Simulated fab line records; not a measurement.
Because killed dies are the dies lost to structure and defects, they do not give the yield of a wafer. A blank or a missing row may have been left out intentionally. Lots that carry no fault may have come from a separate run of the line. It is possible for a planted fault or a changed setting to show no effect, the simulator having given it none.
2 desks looking at one fault	flow n5_finfet	numbers are kept per desk, each desk with only its own; the story behind them comes last

== THE METROLOGY DESK ==
What the gauges read, lot by lot, whatever tool the lot ran on: means of the sampled wafers that have a number. Marked OUT: a lot whose mean sits more than 4 standard deviations from the usual mean, which makes it out of limits; the brackets give that distance.
Columns: A = M7_RS at N5_BEOL_M7_RS_MEAS_57, usual 0.287 ohm/sq; B = M8_ILD_THK at N5_BEOL_M8_THK_MEAS_01, usual 155.7 nm; C = cd_nm at N5_BEOL_M8_CD_MEAS_28, usual 40.10 nm
lot	first seen here	A	B	C
L640	day 9 12:38	0.288	154.2	40.53
L641	day 9 13:18	0.295	154.8	40.21
L642	day 10 00:51	0.289	154.3	40.13
L643	day 10 08:12	0.287	155.0	40.03
L644	day 10 14:46	0.269	153.2	39.99
L645	day 11 04:50	0.283	156.8	40.19
L652	day 12 17:05	0.280	155.4	39.25
L657	day 13 11:43	0.293	155.0	40.26
L661	day 15 00:08	0.287	155.0	40.11
Finding of this desk: none of the 9 lots has anything out of limits.

== FOR THE TOOL OWNER'S DESK: euv_scanner-01 ==
The tool's own readings at N5_BEOL_M8_EXPOSE_25 (exposes mask V7, target cd 40 nm): means of the sampled wafers that have a number, for each lot that ran on this tool. Marked OUT: a lot whose mean sits more than 4 standard deviations from the usual mean, which makes it out of limits; the brackets give that distance.
Columns: A = exposure_dose_mJ_cm2 at N5_BEOL_M8_EXPOSE_25, usual 42.7
lot	first seen here	A
L641	day 9 16:52	42.9
L643	day 10 11:10	43.0
L645	day 11 12:08	43.0
L652	day 12 21:32	41.7
Finding of this desk: none of the 4 lots has anything out of limits.

== PUT TOGETHER ==
The metrology desk saw nothing out of limits.
The tool owner's desk saw nothing out of limits.

== WHAT THE SIMULATOR HAD PUT IN ==
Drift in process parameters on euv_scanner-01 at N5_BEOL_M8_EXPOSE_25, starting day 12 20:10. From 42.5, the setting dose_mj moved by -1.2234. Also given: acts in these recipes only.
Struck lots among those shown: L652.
